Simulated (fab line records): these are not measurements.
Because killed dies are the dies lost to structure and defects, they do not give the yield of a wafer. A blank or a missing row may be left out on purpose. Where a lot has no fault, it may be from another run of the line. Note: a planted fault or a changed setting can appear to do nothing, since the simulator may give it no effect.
Matching of chambers	flow n5-finfet	4 sister chambers for N5_GATE_CUT_DESCUM_18 on rie-diel-02
The step chemistry O2, time 7 s. 16 wafers are shown with their chamber, then 8 later ones without.

## EACH WAFER AND ITS CHAMBER
wafer	chamber	showerhead-plenum-p-Torr (Torr)	drypump-motor-current-A (A)	oes-product-au (a.u.)
L075.1	1	2.06	6.1	0.69
L075.3	0	2.08	5.9	0.73
L075.6	0	2.08	5.9	0.73
L080.1	3	2.17	5.5	0.72
L080.4	3	2.17	5.6	0.71
L080.6	1	2.05	6.1	0.69
L081.3	1	2.05	6.0	0.68
L081.4	0	2.07	6.0	0.72
L081.5	3	2.17	5.5	0.70
L087.1	3	2.16	5.6	0.69
L087.2	2	2.06	6.0	0.97
L087.3	0	2.07	5.9	0.71
L088.1	0	2.07	5.9	0.71
L088.4	3	2.16	5.6	0.70
L088.5	0	2.07	5.9	0.71
L089.1	1	2.05	6.1	0.99

SIGNATURES (means of the wafers above)
reading	chamber 0	chamber 1	chamber 2	chamber 3	scatter within a chamber
showerhead-plenum-p-Torr	2.0733	2.0525	2.0600	2.1660	0.00523
drypump-motor-current-A	5.917	6.075	6.000	5.560	0.0482
oes-product-au	0.7183	0.7625	0.9700	0.7040	0.0764
Rule: for a wafer and a chamber, the distance is found by dividing, reading by reading, the gap between the wafer's reading and the chamber's mean by the reading's scatter, squaring, summing and taking the root. The wafer belongs to the nearest chamber; if the next one is less than 2 further off, it can't be placed. The scatter: the root of (the sum of the squares of (reading less its chamber's mean) over the shown wafers, divided by (wafers less chambers)).

## WAFERS MISSING THEIR CHAMBER
wafer	showerhead-plenum-p-Torr (Torr)	drypump-motor-current-A (A)	oes-product-au (a.u.)
L089.3	2.06	6.0	0.97
L089.6	2.16	5.6	0.69
L091.1	2.06	5.9	0.70
L091.2	2.06	6.0	0.95
L091.6	2.07	5.9	0.70
L092.1	2.16	5.6	0.69
L092.2	2.06	6.0	0.95
L092.3	2.05	6.1	0.96

## THE CHAMBER EACH PASSED THROUGH
wafer	from the rows above	in truth
L089.3	2	2
L089.6	3	3
L091.1	can't be placed: 0 or 1 or 2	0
L091.2	2	2
L091.6	0	0
L092.1	3	3
L092.2	2	2
L092.3	can't be placed: 1 or 2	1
Correctly placed: 6 of 8. Cannot be placed on the basis of these rows: 2; the candidates contain the true chamber in 2. Placed wrongly: 0.
